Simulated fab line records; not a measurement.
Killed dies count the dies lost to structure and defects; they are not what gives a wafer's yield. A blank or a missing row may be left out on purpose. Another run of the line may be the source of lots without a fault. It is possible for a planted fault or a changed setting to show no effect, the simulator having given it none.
Comparing a struck lot with a sound one || flow n5 finfet || 33 steps out of a route of 1938
Sound: these wafers, L332.2, L332.3, L332.4. Struck: wafer L334.2 (L334.1, L334.3, from the same lot, were not struck and are left out); the cause is given at the end.
At each step with rows: each side's tool, then ch and its chambers, then its first start. Under that, the readings that differ: sound wafers || struck wafers || difference of the means || sigmas: that difference in standard deviations of wafers without a fault.
alike: readings with means less than 2 such deviations apart, plus words and numbers identical on both sides. not compared: withheld readings, readings lacking a value on some wafer, bounds such as >300 that could conceal the same value, and numbers that have no deviation in the record and whose values overlap.
A row with sigmas, a row that says differs or no value, or rows on one side alone: a step with any of these is where the two part. Numbers that don't overlap but have no deviation are shown without sigmas and don't part them. A reading missing from all wafers of one side parts the sides only when that side holds two or more wafers.

N5_BEOL_M7_CURE_75: cures SiCOH lowk, time 120 s.
  sound on uv cure-02 ch 1, day 10 00:23; struck on uv cure-01 ch 2, day 11 01:14
  alike: lamp power pct, wafer_temp_C_max
then, 1 step without rows for these wafers: N5_BEOL_M7_DEGAS_44 (time 60 s).
N5_BEOL_M7_PRE_CLEAN_45: time 30 s.
  sound on pvd sputter-01 at day 10 01:46; struck on pvd sputter-01 at day 11 01:48
  alike: heater power w
then, 1 step without rows for these wafers: N5_BEOL_M7_ALD_77 (deposits TaN, target thk 2 nm, pulse time 2 s, purge time 3 s).
N5_BEOL_M7_SURFACE_TREAT_79:
  sound on pvd sputter-01 at day 10 02:23; struck on pvd sputter-03 at day 11 02:11
  not compared: throttle valve pct
then, 3 steps without rows for these wafers: N5_BEOL_M7_CVD_78 (deposits Co from CCTBA/H2, target thk 2 nm, time 142.3 s); N5_BEOL_M7_SPUTTER_48 (material Cu, target thk 10 nm, time 1.667 s); N5_BEOL_M7_ECD_50 (material Cu, target thk 300 nm).
N5_BEOL_M7_ANNEAL_51: time 90 s.
  sound on rtp anneal-02 ch 0, day 10 03:02; struck on rtp anneal-02 ch 0, day 11 04:47
{"reading": "wafer_temp_C_max", "sound": "225.70 226.04 226.04", "struck": 225.49, "difference": -0.44, "sigmas": -2}
then, 1 step without rows for these wafers: N5_BEOL_M7_CMP_52 (polishes, stops on SiCOH lowk, t overpolish 6.9 s, target thk 80 nm).
N5_BEOL_M7_THK_MEAS_53: measures by xrf.
  sound on film metro-02 at day 10 03:34; struck on film metro-02 at day 11 05:23
  alike: M7_THK
then, 1 step without rows for these wafers: N5_BEOL_M7_PRE_CLEAN_55 (time 15 s).
N5_BEOL_M7_DEP_56: deposits SiCN from 3MS/NH3, target thk 10 nm, time 17.5 s.
  sound on pecvd-03 ch 1,2, day 10 03:38; struck on pecvd-02 ch 2, day 11 05:27
  alike: chamber pressure Torr, showerhead plenum p Torr, throttle valve pct
N5_BEOL_M7_RS_MEAS_57: measurement is done with a four-point probe.
  sound on film metro-02 at day 10 03:42; struck on film metro-01 at day 11 05:31
  alike: M7_RS
N5_BEOL_M7_INSPECT_58: inspects for defects (darkfield).
  sound on defect inspect-02 at day 10 03:44; struck on defect inspect-02 at day 11 05:33
{"reading": "raw defect count", "sound": "84 87 99", "struck": 334, "difference": "+244", "sigmas": "+11"}
then, 2 steps without rows for these wafers: N5_BEOL_M8_ILD_DEP_00 (deposits SiCOH lowk from DEMS/porogen, target thk 179.75 nm, time 33.4 s); N5_BEOL_M8_CURE_74 (cures SiCOH lowk, time 240 s).
N5_BEOL_M8_THK_MEAS_01:
  sound on film metro-01 at day 10 05:47; struck on film metro-02 at day 11 06:10
  alike: M8_ILD_THK
then, 1 step without rows for these wafers: N5_BEOL_M8_PECVD_70 (deposits SiO2 from TEOS/O2, target thk 20 nm, time 22.7 s).
N5_BEOL_M8_HM_DEP_02: deposits TiN, target thk 20 nm.
  sound on pvd sputter-03 at day 10 07:20; struck on pvd sputter-03 at day 11 08:08
  alike: throttle valve pct
then, 8 steps without rows for these wafers: N5_BEOL_M8_COAT_59 (time 60 s, resist thk 100 nm); N5_BEOL_M8_COAT_60 (time 60 s, resist thk 35 nm); N5_BEOL_M8_COAT_05 (resist thk 90 nm); N5_BEOL_M8_EBR_07; N5_BEOL_M8_SOFTBAKE_06 (time 60 s); N5_BEOL_M8_EXPOSE_08 (exposes mask M8); N5_BEOL_M8_PEB_09 (peb time 60 s); N5_BEOL_M8_DEVELOP_10 (develop time 30 s).
N5_BEOL_M8_CD_MEAS_11 targets a cd of 38.5 nm.
  sound on cd sem-02 ch 0, day 10 07:50; struck on cd sem-03 ch 0, day 11 08:31
  alike: cd nm
N5_BEOL_M8_OVL_MEAS_12:
  sound on overlay-01 ch 0, day 10 07:52; struck on overlay-02 ch 0, day 11 08:32
  alike: M8_OVL
N5_BEOL_M8_INSPECT_13: inspects for defects (brightfield).
  sound on defect inspect-01 at day 10 07:53; struck on defect inspect-02 at day 11 08:34
{"reading": "raw defect count", "sound": "431 487 412", "struck": 684, "difference": "+241", "sigmas": "+2"}
then, 1 step without rows for these wafers: N5_BEOL_M8_DESCUM_16 (chemistry O2, time 7.9 s).
-- record jumps: 3 days separate the struck wafers' starts on either side; left off in module BEOL_M8, taken up again in module PASSIVATION, whose first shown step is the route's number 1936 --
N5_PASSIVATION_PROBE_49:
  the record has rows for the struck wafers here (prober-02, day 14 07:44) and none for the sound ones

## WHERE THEY PART
At N5_BEOL_M7_ANNEAL_51 first; at N5_PASSIVATION_PROBE_49 last (within this record only).

WHY: the cause the simulator had injected
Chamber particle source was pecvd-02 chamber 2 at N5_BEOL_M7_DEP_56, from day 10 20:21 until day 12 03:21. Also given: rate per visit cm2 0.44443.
